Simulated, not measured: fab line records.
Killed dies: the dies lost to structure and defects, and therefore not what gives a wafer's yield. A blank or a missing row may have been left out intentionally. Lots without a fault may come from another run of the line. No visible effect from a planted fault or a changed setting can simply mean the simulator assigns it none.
Check of tool commonality	flow nand-harc	Lots sampled 12, wafers sampled 36

WHY THIS WAS OPENED
Flagged at NHARC_P_GATE_CD_MEAS_46: reading cd-nm, on 1 of 12 lots. Fault-free wafers read 719.7 nm, with a standard deviation of 1.8.
Rule: a lot is flagged in two cases, either no wafer of it has a number, or all its wafers with numbers fall more than 4 standard deviations from that mean. The other lots count as sound.

lot	measured	on	cd-nm (nm), wafer by wafer	flag
L789	day 5 16:48	cd-sem-02	716.9 722.2 720.1	
L790	day 6 05:07	cd-sem-02	719.1 723.2 722.5	
L791	day 6 13:25	cd-sem-01	717.7 718.6 719.1	
L792	day 6 17:05	cd-sem-03	720.8 721.4 722.5	
L795	day 8 00:16	cd-sem-01	707.8 707.7 707.7	FLAGGED
L804	day 12 01:34	cd-sem-02	721.4 719.1 719.6	
L805	day 12 14:57	cd-sem-02	716.6 718.7 718.6	
L808	day 13 06:14	cd-sem-03	720.6 722.3 720.4	
L809	day 13 20:40	cd-sem-01	720.9 722.4 720.4	
L810	day 14 06:27	cd-sem-01	719.3 719.1 717.9	
L811	day 14 18:44	cd-sem-02	718.1 719.2 718.5	
L812	day 15 07:36	cd-sem-02	722.8 719.4 723.0	
Average over the flagged lots: 707.7 nm; offset from the usual -12.0 nm, equal to -7 standard deviations.

WHICH TOOL RAN EACH LOT
The record holds 3 process steps before the reading, out of a route of 1302 steps. Each cell gives the tool, then ch followed by the chambers the sampled wafers passed through, then the start.
lot	flag	NHARC_P_GATE_ETCH_32	NHARC_P_GATE_ALD_36	NHARC_P_GATE_EXPOSE_43
L789		rie-si-05 ch 0,2, day 5 05:28	ald-sin-04 ch 0,1,2, day 5 08:23	krf-scanner-04 ch 0, day 5 16:38
L790		rie-si-03 ch 1,3, day 5 17:40	ald-sin-01 ch 0,2,3, day 5 19:34	krf-scanner-03 ch 0, day 6 04:57
L791		rie-si-03 ch 0,1,2, day 6 02:04	ald-sin-03 ch 0,1,3, day 6 03:56	krf-scanner-02 ch 0, day 6 13:16
L792		rie-si-05 ch 0,2,3, day 6 05:50	ald-sin-04 ch 0,1,3, day 6 07:40	krf-scanner-03 ch 0, day 6 16:56
L795	FLAGGED	rie-si-03 ch 0,2, day 7 12:53	ald-sin-04 ch 0,2,3, day 7 15:49	krf-scanner-02 ch 0, day 8 00:07
L804		rie-si-04 ch 0,1,2, day 11 14:25	ald-sin-03 ch 0,1,3, day 11 15:12	krf-scanner-02 ch 0, day 12 01:25
L805		rie-si-03 ch 0,2,3, day 12 03:32	ald-sin-01 ch 0,2,3, day 12 06:29	krf-scanner-04 ch 0, day 12 14:48
L808		rie-si-04 ch 0,2, day 12 18:55	ald-sin-01 ch 1,3, day 12 19:42	krf-scanner-02 ch 0, day 13 06:05
L809		rie-si-05 ch 1,2,3, day 13 09:20	ald-sin-04 ch 0,1,2, day 13 12:17	krf-scanner-03 ch 0, day 13 20:31
L810		rie-si-04 ch 0,1,3, day 13 19:13	ald-sin-03 ch 0,2,3, day 13 20:01	krf-scanner-02 ch 0, day 14 06:17
L811		rie-si-05 ch 0,1, day 14 07:27	ald-sin-01 ch 0,1,3, day 14 08:14	krf-scanner-03 ch 0, day 14 18:35
L812		rie-si-03 ch 0,2,3, day 14 20:29	ald-sin-04 ch 1,2,3, day 14 23:22	krf-scanner-03 ch 0, day 15 07:27
What is done by these steps:
- NHARC_P_GATE_ETCH_32: etches the open film in HBr/Cl2, target depth 150 nm, time 100.1 s.
- NHARC_P_GATE_ALD_36: deposits SiNx, target thk 20 nm, pulse time 60 s, ald cycles 223.
- NHARC_P_GATE_EXPOSE_43: exposes mask P NSD, target cd 720 nm.
- NHARC_P_GATE_CD_MEAS_46: target cd 720 nm.

FLAGGED OVER TOTAL, TOOL BY TOOL (the gauges that took the reading come last)
step	tool	lots run	flagged	share of the flagged lots	sound lots run after its first flagged lot
NHARC_P_GATE_ETCH_32	rie-si-03	5	1	all	2 (L805,L812)
NHARC_P_GATE_ETCH_32	rie-si-04	3	0	none	-
NHARC_P_GATE_ETCH_32	rie-si-05	4	0	none	-
NHARC_P_GATE_ALD_36	ald-sin-01	4	0	none	-
NHARC_P_GATE_ALD_36	ald-sin-03	3	0	none	-
NHARC_P_GATE_ALD_36	ald-sin-04	5	1	all	2 (L809,L812)
NHARC_P_GATE_EXPOSE_43	krf-scanner-02	5	1	all	3 (L804,L808,L810)
NHARC_P_GATE_EXPOSE_43	krf-scanner-03	5	0	none	-
NHARC_P_GATE_EXPOSE_43	krf-scanner-04	2	0	none	-
NHARC_P_GATE_CD_MEAS_46	cd-sem-01	4	1	all	2 (L809,L810)
NHARC_P_GATE_CD_MEAS_46	cd-sem-02	6	0	none	-
NHARC_P_GATE_CD_MEAS_46	cd-sem-03	2	0	none	-

THE TABLE: WHAT IT ALLOWS
4 rows of the table ran every flagged lot: rie-si-03 at NHARC_P_GATE_ETCH_32, ald-sin-04 at NHARC_P_GATE_ALD_36, krf-scanner-02 at NHARC_P_GATE_EXPOSE_43, cd-sem-01 at NHARC_P_GATE_CD_MEAS_46.
- rie-si-03 at NHARC_P_GATE_ETCH_32: 1 of its 5 lots flagged. After the first flagged lot (L805, L812), sound lots still ran on it; a lasting fault on the whole tool would not permit that.
- ald-sin-04 at NHARC_P_GATE_ALD_36: 1 of its 5 lots flagged. After the first flagged lot (L809, L812), sound lots still ran on it; a lasting fault on the whole tool would not permit that.
- krf-scanner-02 at NHARC_P_GATE_EXPOSE_43: 1 of its 5 lots flagged. After the first flagged lot (L804, L808, L810), sound lots still ran on it; a lasting fault on the whole tool would not permit that.
- cd-sem-01 at NHARC_P_GATE_CD_MEAS_46: 1 of its 4 lots flagged. After the first flagged lot (L809, L810), sound lots still ran on it; a lasting fault on the whole tool would not permit that.
Every row of the table either missed a flagged lot or ran a sound lot after the first.

WHAT WAS PUT IN BY THE SIMULATOR
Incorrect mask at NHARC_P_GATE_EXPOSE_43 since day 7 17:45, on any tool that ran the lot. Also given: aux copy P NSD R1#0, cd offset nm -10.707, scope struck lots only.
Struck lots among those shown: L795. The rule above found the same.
